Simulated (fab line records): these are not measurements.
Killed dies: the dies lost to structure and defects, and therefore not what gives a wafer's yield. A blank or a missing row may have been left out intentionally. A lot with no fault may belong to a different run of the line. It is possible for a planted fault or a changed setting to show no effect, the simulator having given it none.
Split-lot study    flow n5-finfet    7 lots, 21 wafers read, on a route of 1938 steps

ABOUT THE SPLIT
At N5_SDB_ALD_29 (deposits SiNx, target thk 30 nm, pulse time 1 s, ald cycles 600), the setting ald-cycles was moved away from the recipe's 600 on 9 of the 21 wafers read, by -13.7% to +14.3%. All remaining wafers had this setting at the recipe value.

Split to reading: the file shows no intervening step.

THE READING
SiNx_of_SDB_ALD_29.thk-nm (the simulator's own value, which no gauge read), in nm, at N5_SDB_CMP_30 (polishes, stops on poly-Si, t overpolish 1.54 s, target thk 30 nm). No usual value for it is given in the file. Average 30.2 nm, standard deviation 0.18 nm, over the 12 wafers here run with the recipe.

wafer   tool, chamber at the split  ald-cycles as run  against the recipe  SiNx_of_SDB_ALD_29.thk-nm, nm  against lot-mates on the recipe
L075.1  ald-sin-01, 0               600                recipe              30                             -
L075.3  ald-sin-01, 1,3             518                -13.7%              26                             -4.0
L075.4  ald-sin-01, 1,3             518                -13.7%              26                             -4.0
L077.4  ald-sin-04, 3               686                +14.3%              30.6                           +0.8
L077.2  ald-sin-04, 0               600                recipe              29.8                           -
L077.6  ald-sin-04, 0               686                +14.3%              30.8                           +1.0
L084.1  ald-sin-02, 1,2             554                -7.7%               27.8                           no lot-mate on the recipe
L084.2  ald-sin-02, 1,2             554                -7.7%               27.8                           no lot-mate on the recipe
L084.3  ald-sin-02, 3               554                -7.7%               27.6                           no lot-mate on the recipe
L088.3  ald-sin-01, 1,0             600                recipe              30.2                           -
L088.6  ald-sin-01, 1,0             600                recipe              30.2                           -
L088.2  ald-sin-01, 0               600                recipe              30                             -
L089.1  ald-sin-01, 1,0,3           600                recipe              30.4                           -
L089.6  ald-sin-01, 1,0,3           600                recipe              30.4                           -
L089.5  ald-sin-01, 1,0,3           600                recipe              30.4                           -
L091.1  ald-sin-01, 2,1             549                -8.5%               27.4                           -2.6
L091.3  ald-sin-01, 2,1             549                -8.5%               27.4                           -2.6
L091.2  ald-sin-01, 0               600                recipe              30                             -
L092.2  ald-sin-01, 0               600                recipe              30                             -
L092.1  ald-sin-01, 3,2             600                recipe              30.2                           -
L092.3  ald-sin-01, 3,2             600                recipe              30.2                           -
The file does not say which wafer passed through which chamber wherever a row lists several chambers: such a row stands for several wafers.

FIT RESULTS
A straight line over all 21 wafers: SiNx_of_SDB_ALD_29.thk-nm changes by +0.188 nm for each +1% of ald-cycles; r = +0.86; the points scatter about the line by 0.81 nm.
The same after taking each lot's own level away (the mean of its wafers on the recipe; 18 wafers): +0.185 nm for each +1%; r = +0.89; scatter 0.73 nm.
On that fit, the largest move of ald-cycles shifts the reading by 2.7 nm.
The lots' own levels span 29.80 to 30.40 nm, that is 3.2 times the standard deviation above.
Hence the lot-to-lot level has little effect on the slope; both slopes agree.
Check: with one of the wafers moved furthest among these (+14.3%) left out of the fit, the line predicts +2.8 nm for it against its lot-mates. It came out at +0.8 nm against them.

ADDITIONAL SPLITS CARRIED BY THESE WAFERS
These wafers also went through other splits before the reading. Each is held against what the fit with the lots' levels taken away leaves over:
other split on the same wafers  wafers away from the commonest value  r with SiNx_of_SDB_ALD_29.thk-nm (lot level and that fit taken away)
N5_SD_EPI_P_ETCH_36 bias-w      7                                     +0.17
N5_SDB_ETCH_18 source-w         7                                     +0.26

THE WHOLE CHAIN: every reading that the file lists as answering this split, in the file's order
step                          what it does                                                       reading                                                                     change (the file's fit)                                                             r (the file's)
N5_SDB_ALD_29                 deposits SiNx, target thk 30 nm, pulse time 1 s, ald cycles 600    SiNx_of_SDB_ALD_29.thk-nm (the simulator's own value, which no gauge read)  +0.304 nm for each +1% of the setting                                               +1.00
N5_SDB_CMP_30                 polishes, stops on poly-Si, t overpolish 1.54 s, target thk 30 nm  SiNx_of_SDB_ALD_29.thk-nm (the simulator's own value, which no gauge read)  +0.193 nm for each +1% of the setting                                               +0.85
N5_DUMMY_REMOVAL_PRECLEAN_04  cleans in DHF, time 37 s                                           SiNx_of_SDB_ALD_29.thk-nm (the simulator's own value, which no gauge read)  not straight: 25.2 at the lowest setting, 29.33 at the recipe, 29.8 at the highest  not given

FILE'S OWN FIT
SiNx_of_SDB_ALD_29.thk-nm changes by +0.193 nm for each +1% of ald-cycles, r = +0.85.
